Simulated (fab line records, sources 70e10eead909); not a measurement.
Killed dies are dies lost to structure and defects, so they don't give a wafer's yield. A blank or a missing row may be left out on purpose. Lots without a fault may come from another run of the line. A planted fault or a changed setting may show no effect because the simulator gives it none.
fab line records | flow nand_harc
record lots=6 wafers=17 last_day=24
route steps=1159 shown A_CONTACT@962 A_BLC@964 END@1159
lots that met no fault: from a run of the same line without faults
start_h: hours from the record's first day to the start of the lot's first wafer shown | wait_h: hours since the lot's step before | " the same as in the row above | L1.1+2: a row that stands for several wafers | - no value, or no start given | * or withheld: withheld | < > ~ a bound
route shown NAME@n: a module of which the file shows steps, and the number in the route of the first | usual: mean/standard deviation of fault-free wafers | same: alike in all rows | chamber/n: place in a boat | sites: the reading at each site | _std_site: their standard deviation | _edge_site: outer sites' mean less inner sites' | radius_mm: how far each site lies from the wafer's centre | mask NAME#n: copy n | behind: the tool/chamber that last shaped the wafer | hold: why the lot was held/for how many hours/how that ended | device: the transistor (n, p or np) that didn't switch | end of line: the same wafers' tests at the end of the route | a step without rows: its recipe alone | killed: dies lost to structure and defects at the first sort, not the wafer's yield | map: a wafer's dies, x killed, . not, _ none there
set.NAME: the setting as run; set.NAME@STEP: as run at that earlier step | model.NAME: the simulator's own value behind a step, which no gauge read
lots at some steps of the route; a table a step, a row a wafer
services: from which hour (start_h, from the record's first day; less than 0 if before it) a tool's chamber was out of use, for how many hours, and why
## steps
# step NHARC_A_CONTACT_SRD_22
# step NHARC_A_CONTACT_INSPECT_23
# usual raw_defect_count=415/140
# columns lot.wafer tool chamber start_h wait_h raw_defect_count
L784.1 defect_inspect-01 - 399.82 0.1 362
L784.3 " - " " 347
L784.4 " - " " 270
L785.1 defect_inspect-02 - 447.98 0.1 299
L785.2 " - " " 268
L785.5 " - " " 354
L792.3 defect_inspect-01 - 457.71 0.1 380
L792.5 " - " " 502
L792.6 " - " " 390
L791.3 defect_inspect-01 - 485.31 0.1 376
L791.4 " - " " 318
L801.1 defect_inspect-02 - 525.69 0.1 352
L801.5 " - " " 393
L801.6 " - " " 395
L803.1 defect_inspect-01 - 532.96 0.1 262
L803.2 " - " " 431
L803.3 " - " " 313
# step NHARC_A_BLC_DEHYDRATE_00
# recipe temp_c=150 time_s=120
# step NHARC_A_BLC_HMDS_01
# recipe time_s=30
# step NHARC_A_BLC_COAT_02
# recipe temp_c=260 time_s=75
# step NHARC_A_BLC_COAT_03
# recipe temp_c=225 time_s=65
# step NHARC_A_BLC_COAT_04
# recipe spin_rpm=1500 resist_thk_nm=90
# step NHARC_A_BLC_SOFTBAKE_05
# recipe temp_c=105 time_s=55
# step NHARC_A_BLC_EBR_06
# step NHARC_A_BLC_EXPOSE_07
# recipe na=1.35 target_cd_nm=100 dose_mj=67.97 mask_id=A_BLC
# step NHARC_A_BLC_PEB_08
# recipe peb_temp_c=100 peb_time_s=65
# step NHARC_A_BLC_DEVELOP_09
# recipe develop_time_s=35 dev_temp_c=23
# usual exhaust_pa=44.8/0.96
# columns lot.wafer tool chamber start_h wait_h exhaust_pa
L784.1 litho_track-01 0 400 - 44.0
L784.3 " 0 " " 44.3
L784.4 " 0 " " 43.0
L785.1 litho_track-04 0 448 - 45.3
L785.2 " 0 " " 45.7
L785.5 " 0 " " 45.6
L792.3 litho_track-01 0 458 - 44.0
L792.5 " 0 " " 44.0
L792.6 " 0 " " 44.2
L791.3 litho_track-01 0 485 - 43.8
L791.4 " 0 " " 43.5
L801.1 litho_track-04 0 525 - 45.1
L801.5 " 0 " " 44.6
L801.6 " 0 " " 44.1
L803.1 litho_track-06 0 533 - 45.2
L803.2 " 0 " " 43.0
L803.3 " 0 " " 43.8
# step NHARC_A_BLC_CD_MEAS_10
# recipe target_cd_nm=100 landing_energy_ev=500
# usual cd_nm=99.9/0.51
# columns lot.wafer tool chamber start_h wait_h cd_nm
L784.1 cd_sem-01 0 400.21 - 100.1
L784.3 " 0 " " 99.9
L784.4 " 0 " " 99.4
L785.1 cd_sem-01 0 448.50 - 99.9
L785.2 " 0 " " 99.5
L785.5 " 0 " " 100.7
L792.3 cd_sem-01 0 458.10 - 99.0
L792.5 " 0 " " 101.0
L792.6 " 0 " " 100.1
L791.3 cd_sem-03 0 485.82 - 98.5
L791.4 " 0 " " 100.4
L801.1 cd_sem-01 0 526.07 - 100.2
L801.5 " 0 " " 100.3
L801.6 " 0 " " 100.7
L803.1 cd_sem-03 0 533.47 - 101.0
L803.2 " 0 " " 99.9
L803.3 " 0 " " 100.1
# step NHARC_A_BLC_OVL_MEAS_11
# usual overlay_x_nm=-0.3/0.9 overlay_y_nm=0.0/0.8
# columns lot.wafer tool chamber start_h wait_h overlay_x_nm overlay_y_nm
L784.1 overlay-02 - 400.29 - -0.1 0.2
L784.3 " - " " 0.1 0.7
L784.4 " - " " -0.3 0.4
L785.1 overlay-02 - 448.58 - -1.1 -0.7
L785.2 " - " " -1.0 -0.3
L785.5 " - " " -0.7 -0.1
L792.3 overlay-01 - 458.18 - -0.9 0.3
L792.5 " - " " -1.5 0.8
L792.6 " - " " -0.4 0.6
L791.3 overlay-01 - 485.90 - 1.1 0.8
L791.4 " - " " 1.5 1.3
L801.1 overlay-02 - 526.15 - 0.3 0.6
L801.5 " - " " 0.1 0.5
L801.6 " - " " 0.0 0.8
L803.1 overlay-01 - 533.56 - -1.2 0.3
L803.2 " - " " -0.8 -0.3
L803.3 " - " " -0.1 0.0
# step NHARC_A_BLC_INSPECT_12
# usual raw_defect_count=29/13
# columns lot.wafer tool chamber start_h wait_h raw_defect_count
L784.1 defect_inspect-02 - 400.33 0.0 14
L784.3 " - " " 9
L784.4 " - " " 14
L785.1 defect_inspect-02 - 448.63 0.0 8
L785.2 " - " " 7
L785.5 " - " " 4
L792.3 defect_inspect-02 - 458.22 0.0 36
L792.5 " - " " 30
L792.6 " - " " 19
L791.3 defect_inspect-01 - 485.94 0.0 39
L791.4 " - " " 32
L801.1 defect_inspect-02 - 526.19 0.0 20
L801.5 " - " " 21
L801.6 " - " " 19
L803.1 defect_inspect-02 - 533.60 0.0 9
L803.2 " - " " 21
L803.3 " - " " 15
# step NHARC_A_BLC_DESCUM_15
# recipe time_s=3 o2_flow_sccm=200 ar_flow_sccm=0 bias_power_w=0 chemistry=O2
# usual drypump_motor_current_A=5.90/0.29 oes_product_au=1.001/0.012 rf_vpp_V=57.9/0.95 showerhead_plenum_p_Torr=1.95/0.081 throttle_valve_pct=11.310/0.0089
# columns lot.wafer tool chamber start_h wait_h drypump_motor_current_A oes_product_au rf_hours_counter_h rf_vpp_V showerhead_plenum_p_Torr throttle_valve_pct model.A_BLC.cd_nm
L784.3 rie_diel-02 0 400.39 0.1 5.80 0.991 6 57.6 2.04 11.326 100.1
L784.1 " 1 " " 6.39 1.009 6 57.1 1.87 11.308 99.77
L784.4 " 2 " " 5.73 0.993 7 57.3 1.85 11.309 99.56
L785.1 rie_diel-07 3 448.69 0.1 6.46 0.993 16 56.4 1.96 11.324 99.82
L785.2 " 0 " " 5.48 0.998 16 59.1 1.91 11.299 98.94
L785.5 " 3 " " 6.47 1.002 - 58.2 1.96 11.298 100.6
L792.3 rie_diel-02 3 458.48 0.3 6.09 1.015 13 56.8 2.02 11.293 99.52
L792.5 " 0 " " 5.82 0.996 - 58.4 2.03 11.309 101
L792.6 " 1 " " 6.36 0.988 - 58.2 1.86 11.321 99.77
L791.4 rie_diel-02 2 486.00 0.1 5.74 0.985 16 58.3 1.85 11.327 100.2
L791.3 " 0 " " 5.80 0.993 13 58.4 2.03 11.317 98.66
L801.1 rie_diel-13 0 526.26 0.1 5.64 1.036 7 58.3 1.86 11.311 99.91
L801.6 " 3 " " 6.15 1.002 - 58.6 2.05 11.319 101.3
L801.5 " 0 " " 5.67 1.037 - 56.1 1.86 11.310 100.1
L803.2 rie_diel-13 1 533.66 0.1 5.71 1.001 7 58.0 2.02 11.303 99.93
L803.1 " 2 " " 5.72 0.998 8 58.5 1.89 11.322 101.4
L803.3 " 0 " " 5.65 1.028 8 57.1 1.86 11.319 99.41
# step NHARC_A_BLC_ETCH_16
# recipe target_depth_a=390 over_etch_frac=0.3 time_s=65 ion_energy_ev=80 cf4_flow_sccm=150 ar_flow_sccm=0 rf_w=300 bias_w=100 chemistry=CF4
# usual drypump_motor_current_A=5.90/0.29 oes_product_au=1.001/0.012 rf_vpp_V=151.8/1.3 showerhead_plenum_p_Torr=1.80/0.07 throttle_valve_pct=13.285/0.0091
# columns lot.wafer tool chamber start_h wait_h drypump_motor_current_A oes_product_au rf_hours_counter_h rf_vpp_V showerhead_plenum_p_Torr throttle_valve_pct model.A_BLC.cd_nm
L784.1 rie_diel-02 0 400.48 0.1 5.83 0.980 6 153.2 1.87 13.290 99.74
L784.4 " 1 " " 6.41 0.997 6 150.2 1.73 13.289 99.61
L784.3 " 3 " " 6.03 1.013 6 151.8 1.86 13.285 100.3
L785.1 rie_diel-07 1 448.77 0.1 5.65 0.993 15 152.9 1.83 13.287 99.53
L785.2 " 3 " " 6.45 0.994 16 152.3 1.81 13.278 98.44
L785.5 " 1 " " 5.65 0.994 - 150.4 1.83 13.280 100.5
L792.3 rie_diel-02 0 458.55 0.1 5.81 0.991 12 152.6 1.87 13.282 99.32
L792.6 " 3 " " 6.08 1.024 - 151.3 1.86 13.285 99.72
L792.5 " 0 " " 5.80 0.995 - 150.5 1.87 13.286 100.8
L791.3 rie_diel-02 0 486.10 0.1 5.84 0.987 13 152.2 1.87 13.270 98.53
L791.4 " 1 " " 6.36 1.005 14 151.0 1.73 13.287 100.6
L801.1 rie_diel-13 0 526.48 0.2 5.63 1.022 7 151.6 1.72 13.278 100.2
L801.6 " 0 " " 5.64 1.033 - 151.0 1.72 13.277 101.7
L801.5 " 1 " " 5.69 1.005 - 152.7 1.86 13.295 99.76
L803.1 rie_diel-13 3 533.75 0.1 6.14 0.982 8 152.3 1.88 13.270 101.6
L803.3 " 0 " " 5.64 1.019 8 151.3 1.72 13.279 99.76
L803.2 " 1 " " 5.69 1.002 8 151.6 1.86 13.296 99.7
# step NHARC_A_BLC_ETCH_17
# recipe target_depth_a=3900 over_etch_frac=0.25 time_s=609.38 ion_energy_ev=200 n2_flow_sccm=150 h2_flow_sccm=150 ar_flow_sccm=0 rf_w=400 bias_w=150 chemistry=N2/H2
# usual drypump_motor_current_A=5.89/0.28 oes_product_au=1.002/0.013 rf_vpp_V=431.5/2.6 showerhead_plenum_p_Torr=2.08/0.089 throttle_valve_pct=14.171/0.01
# columns lot.wafer tool chamber start_h wait_h drypump_motor_current_A oes_product_au rf_hours_counter_h rf_vpp_V showerhead_plenum_p_Torr throttle_valve_pct
L784.1 rie_diel-02 2 - - 5.71 0.990 7 429.6 1.97 14.159
L784.4 " 3 " " 6.08 1.003 7 433.6 2.16 14.184
L784.3 " 0 " " 5.83 0.989 6 432.4 2.18 14.163
L785.2 rie_diel-07 2 - - 5.19 1.012 15 434.5 2.17 14.162
L785.1 " 3 " " 6.45 1.017 16 431.6 2.09 14.169
L785.5 " 2 " " 5.20 1.015 - 433.2 2.17 14.167
L792.3 rie_diel-02 3 - - 6.12 1.013 13 434.1 2.15 14.173
L792.6 " 2 " " 5.70 0.989 - 428.6 1.97 14.170
L792.5 " 3 " " 6.08 1.012 - 433.4 2.15 14.168
L791.3 rie_diel-02 3 - - 6.09 1.005 15 434.2 2.15 14.164
L791.4 " 1 " " 6.39 0.990 14 428.4 1.99 14.168
L801.1 rie_diel-13 1 - - 5.70 1.005 7 434.1 2.16 14.175
L801.6 " 3 " " 6.19 0.980 - 435.4 2.19 14.182
L801.5 " 0 " " 5.65 1.019 - 428.3 1.98 14.175
L803.2 rie_diel-13 0 - - 5.66 1.028 8 428.4 1.98 14.193
L803.1 " 1 " " 5.70 1.013 8 432.8 2.16 14.165
L803.3 " 2 " " 5.72 0.999 9 430.6 2.02 14.178
# step NHARC_END_SORT_01
# recipe temp_c=25
# usual killed_at_array=25/9.5 killed_at_other=0.8/1.2 killed_at_periphery=3.4/2.2 killed_dies=29/10 killed_open=3.3/1.8 killed_short=2.1/1.4
# same gross_dies=677
# columns lot.wafer tool chamber start_h wait_h killed_at_array killed_at_other killed_at_periphery killed_dies killed_open killed_short
L792.3 prober-01 0 512.42 3.1 29 0 0 29 2 1
L792.5 prober-01 0 514.02 3.7 26 0 2 28 3 2
L792.6 prober-01 0 514.82 4.0 22 0 0 22 0 4
# killed by level:class
L792.3 A_CHANNEL_HOLE_D1:chamber_film_flake=16 A_WL_FILL:chamber_film_flake=5 A_STAIRCASE:chamber_film_flake=2 A_CONTACT:chamber_film_flake=2 A_CHANNEL_HOLE_D1:geometric_particle:short=1 A_CHANNEL_FILL_D1:geometric_particle:open=1 A_CONTACT:geometric_particle:open=1 A_SLIT:chamber_film_flake=1
L792.5 A_CHANNEL_HOLE_D1:chamber_film_flake=20 A_WL_FILL:chamber_film_flake=2 P_M0:geometric_particle:short=1 A_ONON_D1:geometric_particle:open=1 A_CHANNEL_FILL_D1:geometric_particle:short=1 A_CONTACT:geometric_particle:open=1 A_M0:geometric_particle:open=1 P_STI:chamber_film_flake=1
L792.6 A_CHANNEL_HOLE_D1:chamber_film_flake=16 A_ONON_D1:geometric_particle:short=2 A_M0:geometric_particle:short=1 A_M1:geometric_particle:short=1 A_STAIRCASE:chamber_film_flake=1 A_WL_FILL:chamber_film_flake=1
## services
# columns tool chamber start_h hours kind
rie_diel-02 0 385.86 - clean
rie_diel-02 1 385.86 - clean
rie_diel-02 2 385.86 - clean
rie_diel-02 3 385.86 - clean
rie_diel-13 2 394.25 3.6 repair
rie_diel-07 - 405.48 9.0 pm
rie_diel-02 0 410.36 - clean
rie_diel-02 1 410.36 - clean
rie_diel-02 2 410.36 - clean
rie_diel-02 3 410.36 - clean
rie_diel-02 0 434.86 - clean
rie_diel-02 1 434.86 - clean
rie_diel-02 2 434.86 - clean
rie_diel-02 3 434.86 - clean
litho_track-01 - 443.00 7.0 pm
rie_diel-13 - 453.00 9.0 pm
rie_diel-02 0 464.72 7.9 repair
litho_track-06 - 467.00 7.0 pm
rie_diel-13 3 469.46 6.8 repair
rie_diel-13 1 487.77 3.1 repair
litho_track-04 - 491.00 7.0 pm
rie_diel-02 2 493.56 11.3 repair
rie_diel-02 - 504.71 9.0 pm
rie_diel-07 2 527.84 3.2 repair
## key
first_sign none at tools or gauges
model_effect step=NHARC_A_BLC_DESCUM_15 value=A_BLC.cd_nm without=100.4 struck=99.09
model_effect step=NHARC_A_BLC_ETCH_16 value=A_BLC.cd_nm without=100.2 struck=98.93
met_at NHARC_A_BLC_DEVELOP_09
struck_wafers L791.3,L792.3
tester_left_out L791,L792
onset_between 400 458
fault kind=process_parameter_drift tool=litho_track-01 chamber=- onset_h=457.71 steps=NHARC_A_BLC_DEVELOP_09 channel=develop_time_s offset=* shape=step end_h=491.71 scope=struck_wafers_only acts_in=* stated=*
# tester_left_out: of these lots the tester's yield and bins aren't shown, on N5 and GAA mostly nor the transistor test; their killed dies are dies lost to structure and defects alone, not to doping, threshold or leakage, so they don't give the yield
